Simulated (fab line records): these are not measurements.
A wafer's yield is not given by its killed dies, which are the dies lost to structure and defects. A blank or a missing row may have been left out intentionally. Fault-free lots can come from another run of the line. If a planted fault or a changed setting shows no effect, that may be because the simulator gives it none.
A sampling plan put to the test / flow nandHarc / each of the 25 faults these records tell of, on one fab line, judged from the records of the lots it struck
Plan = the line's own looks (route steps where a gauge or an inspection reads the wafer without altering it). Where struck wafers have a number at a look and the file lists that look's usual mean and standard deviation on fault-free wafers, the look can be judged. Caught: at a look after the fault's first step, the mean of the struck wafers lies 4 or more of those standard deviations (sigma) from the usual mean. On the tool: the same test on the tool's own readings at the fault's steps. Caught also covers a different recipe on the struck wafers, or a record left blank for those wafers only.

THE FAULTS, as the simulator had put them in
1. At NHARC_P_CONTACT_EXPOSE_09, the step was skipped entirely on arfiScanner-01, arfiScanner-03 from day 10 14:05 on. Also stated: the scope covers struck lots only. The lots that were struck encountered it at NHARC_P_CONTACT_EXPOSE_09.
2. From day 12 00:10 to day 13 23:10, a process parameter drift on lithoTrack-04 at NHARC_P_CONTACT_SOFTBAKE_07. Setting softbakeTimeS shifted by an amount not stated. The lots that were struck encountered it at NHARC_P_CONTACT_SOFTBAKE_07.
3. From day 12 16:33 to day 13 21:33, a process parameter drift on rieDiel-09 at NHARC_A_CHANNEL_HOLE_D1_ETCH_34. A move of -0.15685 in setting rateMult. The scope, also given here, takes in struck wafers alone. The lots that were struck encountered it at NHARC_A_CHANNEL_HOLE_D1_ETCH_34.
4. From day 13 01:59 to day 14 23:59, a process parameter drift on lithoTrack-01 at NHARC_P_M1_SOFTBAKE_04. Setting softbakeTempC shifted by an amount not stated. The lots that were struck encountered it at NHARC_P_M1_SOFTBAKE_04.
5. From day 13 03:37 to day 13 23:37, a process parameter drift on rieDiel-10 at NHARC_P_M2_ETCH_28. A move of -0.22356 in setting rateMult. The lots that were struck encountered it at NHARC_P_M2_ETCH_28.
6. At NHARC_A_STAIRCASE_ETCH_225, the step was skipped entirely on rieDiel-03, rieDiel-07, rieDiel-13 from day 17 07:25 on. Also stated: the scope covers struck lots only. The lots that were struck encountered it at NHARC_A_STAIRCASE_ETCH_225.
7. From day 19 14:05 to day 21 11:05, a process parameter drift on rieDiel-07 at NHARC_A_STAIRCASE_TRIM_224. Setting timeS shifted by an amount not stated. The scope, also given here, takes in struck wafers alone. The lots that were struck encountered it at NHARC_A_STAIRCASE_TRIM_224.
8. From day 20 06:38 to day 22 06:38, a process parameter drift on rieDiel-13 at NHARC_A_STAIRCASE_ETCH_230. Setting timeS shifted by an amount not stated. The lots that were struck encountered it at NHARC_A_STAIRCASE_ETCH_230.
9. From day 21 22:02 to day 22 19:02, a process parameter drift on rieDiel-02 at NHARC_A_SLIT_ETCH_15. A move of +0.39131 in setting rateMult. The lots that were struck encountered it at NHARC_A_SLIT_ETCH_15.
10. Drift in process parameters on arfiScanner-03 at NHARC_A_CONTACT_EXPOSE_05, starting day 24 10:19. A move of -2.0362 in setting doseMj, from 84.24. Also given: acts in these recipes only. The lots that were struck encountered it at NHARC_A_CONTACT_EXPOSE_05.
11. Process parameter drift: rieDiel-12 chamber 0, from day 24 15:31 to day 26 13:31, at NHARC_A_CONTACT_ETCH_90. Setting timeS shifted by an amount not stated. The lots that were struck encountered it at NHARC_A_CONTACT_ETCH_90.
12. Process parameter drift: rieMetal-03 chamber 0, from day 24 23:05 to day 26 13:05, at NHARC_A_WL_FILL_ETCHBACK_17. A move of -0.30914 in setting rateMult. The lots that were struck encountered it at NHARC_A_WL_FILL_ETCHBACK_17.
13. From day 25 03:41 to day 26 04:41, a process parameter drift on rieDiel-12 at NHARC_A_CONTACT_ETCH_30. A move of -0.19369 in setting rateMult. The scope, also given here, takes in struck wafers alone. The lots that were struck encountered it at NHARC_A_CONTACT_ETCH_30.
14. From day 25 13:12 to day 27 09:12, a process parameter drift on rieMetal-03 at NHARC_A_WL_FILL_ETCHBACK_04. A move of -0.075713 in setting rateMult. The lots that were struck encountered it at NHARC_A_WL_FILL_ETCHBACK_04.
15. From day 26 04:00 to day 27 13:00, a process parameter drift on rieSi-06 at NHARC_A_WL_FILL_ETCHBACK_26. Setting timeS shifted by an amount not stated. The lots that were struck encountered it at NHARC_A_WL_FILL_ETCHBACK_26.
16. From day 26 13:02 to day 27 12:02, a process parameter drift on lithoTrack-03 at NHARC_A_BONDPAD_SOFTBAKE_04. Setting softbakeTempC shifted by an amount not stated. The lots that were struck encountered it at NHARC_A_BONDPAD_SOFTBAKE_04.
17. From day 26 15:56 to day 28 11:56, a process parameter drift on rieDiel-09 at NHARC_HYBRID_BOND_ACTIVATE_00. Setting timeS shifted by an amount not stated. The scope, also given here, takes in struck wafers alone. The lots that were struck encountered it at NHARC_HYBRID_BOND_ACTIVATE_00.
18. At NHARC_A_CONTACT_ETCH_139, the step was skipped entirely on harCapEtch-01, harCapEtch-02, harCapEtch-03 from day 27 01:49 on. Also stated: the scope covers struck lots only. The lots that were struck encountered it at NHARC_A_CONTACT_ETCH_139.
19. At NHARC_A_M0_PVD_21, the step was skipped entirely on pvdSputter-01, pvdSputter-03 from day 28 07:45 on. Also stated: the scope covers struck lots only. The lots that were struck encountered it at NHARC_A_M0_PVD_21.
20. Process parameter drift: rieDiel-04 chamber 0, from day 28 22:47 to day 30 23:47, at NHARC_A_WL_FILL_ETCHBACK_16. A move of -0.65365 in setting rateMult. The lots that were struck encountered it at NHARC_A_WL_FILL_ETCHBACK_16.
21. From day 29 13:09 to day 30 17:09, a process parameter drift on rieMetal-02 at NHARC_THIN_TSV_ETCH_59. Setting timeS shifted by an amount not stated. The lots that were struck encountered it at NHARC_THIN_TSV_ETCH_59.
22. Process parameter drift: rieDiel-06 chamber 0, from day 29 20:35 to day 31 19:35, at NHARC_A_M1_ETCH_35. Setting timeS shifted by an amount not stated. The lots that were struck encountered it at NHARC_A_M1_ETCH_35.
23. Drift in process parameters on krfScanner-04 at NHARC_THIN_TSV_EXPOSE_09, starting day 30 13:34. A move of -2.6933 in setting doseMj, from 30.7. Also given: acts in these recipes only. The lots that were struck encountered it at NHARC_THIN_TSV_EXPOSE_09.
24. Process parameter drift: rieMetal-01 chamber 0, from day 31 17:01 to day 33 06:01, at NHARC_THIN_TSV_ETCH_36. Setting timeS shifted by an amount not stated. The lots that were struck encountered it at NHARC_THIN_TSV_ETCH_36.
25. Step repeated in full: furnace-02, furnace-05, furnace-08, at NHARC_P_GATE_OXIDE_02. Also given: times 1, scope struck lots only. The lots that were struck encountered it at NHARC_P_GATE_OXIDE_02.

WHAT THE PLAN SAW
fault=1; on the tool itself=no reading that can be judged; first look that catches it=no look after it can be judged; reading, sigma=-; median hours from its first step to that look=-; hours from the fault's start to the first struck lot there=-; judged looks passed uncaught=0
fault=2; on the tool itself=heaterPowerTotalW +99 or beyond sigma; first look that catches it=not the one look that can be judged after it; reading, sigma=-; median hours from its first step to that look=-; hours from the fault's start to the first struck lot there=-; judged looks passed uncaught=1
fault=3; on the tool itself=oesProductAu -4.7 sigma; first look that catches it=no look after it can be judged; reading, sigma=-; median hours from its first step to that look=-; hours from the fault's start to the first struck lot there=-; judged looks passed uncaught=0
fault=4; on the tool itself=heaterPowerTotalW +17 sigma; first look that catches it=no look after it can be judged; reading, sigma=-; median hours from its first step to that look=-; hours from the fault's start to the first struck lot there=-; judged looks passed uncaught=0
fault=5; on the tool itself=oesProductAu -13 sigma; first look that catches it=not the one look that can be judged after it; reading, sigma=-; median hours from its first step to that look=-; hours from the fault's start to the first struck lot there=-; judged looks passed uncaught=1
fault=6; on the tool itself=the tool's record is blank for the struck wafers; first look that catches it=no look after it can be judged; reading, sigma=-; median hours from its first step to that look=-; hours from the fault's start to the first struck lot there=-; judged looks passed uncaught=0
fault=7; on the tool itself=runLengthS -99 or beyond sigma; first look that catches it=no look after it can be judged; reading, sigma=-; median hours from its first step to that look=-; hours from the fault's start to the first struck lot there=-; judged looks passed uncaught=0
fault=8; on the tool itself=runLengthS +5.3 sigma; first look that catches it=not the one look that can be judged after it; reading, sigma=-; median hours from its first step to that look=-; hours from the fault's start to the first struck lot there=-; judged looks passed uncaught=1
fault=9; on the tool itself=oesProductAu +22 sigma; first look that catches it=no look after it can be judged; reading, sigma=-; median hours from its first step to that look=-; hours from the fault's start to the first struck lot there=-; judged looks passed uncaught=0
fault=10; on the tool itself=exposureDoseMJCm2 -18 sigma; first look that catches it=no look after it can be judged; reading, sigma=-; median hours from its first step to that look=-; hours from the fault's start to the first struck lot there=-; judged looks passed uncaught=0
fault=11; on the tool itself=runLengthS -99 or beyond sigma; first look that catches it=no look after it can be judged; reading, sigma=-; median hours from its first step to that look=-; hours from the fault's start to the first struck lot there=-; judged looks passed uncaught=0
fault=12; on the tool itself=oesProductAu -17 sigma; first look that catches it=no look after it can be judged; reading, sigma=-; median hours from its first step to that look=-; hours from the fault's start to the first struck lot there=-; judged looks passed uncaught=0
fault=13; on the tool itself=oesProductAu -6.7 sigma; first look that catches it=not the one look that can be judged after it; reading, sigma=-; median hours from its first step to that look=-; hours from the fault's start to the first struck lot there=-; judged looks passed uncaught=1
fault=14; on the tool itself=oesProductAu -4.9 sigma; first look that catches it=no look after it can be judged; reading, sigma=-; median hours from its first step to that look=-; hours from the fault's start to the first struck lot there=-; judged looks passed uncaught=0
fault=15; on the tool itself=runLengthS -9.3 sigma; first look that catches it=not the one look that can be judged after it; reading, sigma=-; median hours from its first step to that look=-; hours from the fault's start to the first struck lot there=-; judged looks passed uncaught=1
fault=16; on the tool itself=heaterPowerTotalW +4.1 sigma; first look that catches it=not the one look that can be judged after it; reading, sigma=-; median hours from its first step to that look=-; hours from the fault's start to the first struck lot there=-; judged looks passed uncaught=1
fault=17; on the tool itself=runLengthS -4.1 sigma; first look that catches it=not the one look that can be judged after it; reading, sigma=-; median hours from its first step to that look=-; hours from the fault's start to the first struck lot there=-; judged looks passed uncaught=1
fault=18; on the tool itself=the tool's record is blank for the struck wafers; first look that catches it=no look after it can be judged; reading, sigma=-; median hours from its first step to that look=-; hours from the fault's start to the first struck lot there=-; judged looks passed uncaught=0
fault=19; on the tool itself=the tool's record is blank for the struck wafers; first look that catches it=no look after it can be judged; reading, sigma=-; median hours from its first step to that look=-; hours from the fault's start to the first struck lot there=-; judged looks passed uncaught=0
fault=20; on the tool itself=oesProductAu -13 sigma; first look that catches it=not the one look that can be judged after it; reading, sigma=-; median hours from its first step to that look=-; hours from the fault's start to the first struck lot there=-; judged looks passed uncaught=1
fault=21; on the tool itself=runLengthS -54 sigma; first look that catches it=not the one look that can be judged after it; reading, sigma=-; median hours from its first step to that look=-; hours from the fault's start to the first struck lot there=-; judged looks passed uncaught=1
fault=22; on the tool itself=runLengthS -32 sigma; first look that catches it=not the one look that can be judged after it; reading, sigma=strongest: killedOpen at NHARC_END_SORT_01, +2.4; median hours from its first step to that look=-; hours from the fault's start to the first struck lot there=-; judged looks passed uncaught=1
fault=23; on the tool itself=exposureDoseMJCm2 -84 sigma; first look that catches it=not the one look that can be judged after it; reading, sigma=-; median hours from its first step to that look=-; hours from the fault's start to the first struck lot there=-; judged looks passed uncaught=1
fault=24; on the tool itself=runLengthS -11 sigma; first look that catches it=no look after it can be judged; reading, sigma=-; median hours from its first step to that look=-; hours from the fault's start to the first struck lot there=-; judged looks passed uncaught=0
fault=25; on the tool itself=under 2 sigma; first look that catches it=no look after it can be judged; reading, sigma=-; median hours from its first step to that look=-; hours from the fault's start to the first struck lot there=-; judged looks passed uncaught=0
A dash: this means the fault isn't caught or the number doesn't appear in these records.

Caught at a look: 0 of 25. Caught on the tool: 23 of 25. By one or the other: 23 of 25.
On the tool alone, faults 2, 3, 4, 5, 6, 7, 8, 9, 10, 11, 12, 13, 14, 15, 16, 17, 18, 19, 20, 21, 22, 23, 24 were caught.
Caught by neither: faults 1, 25.
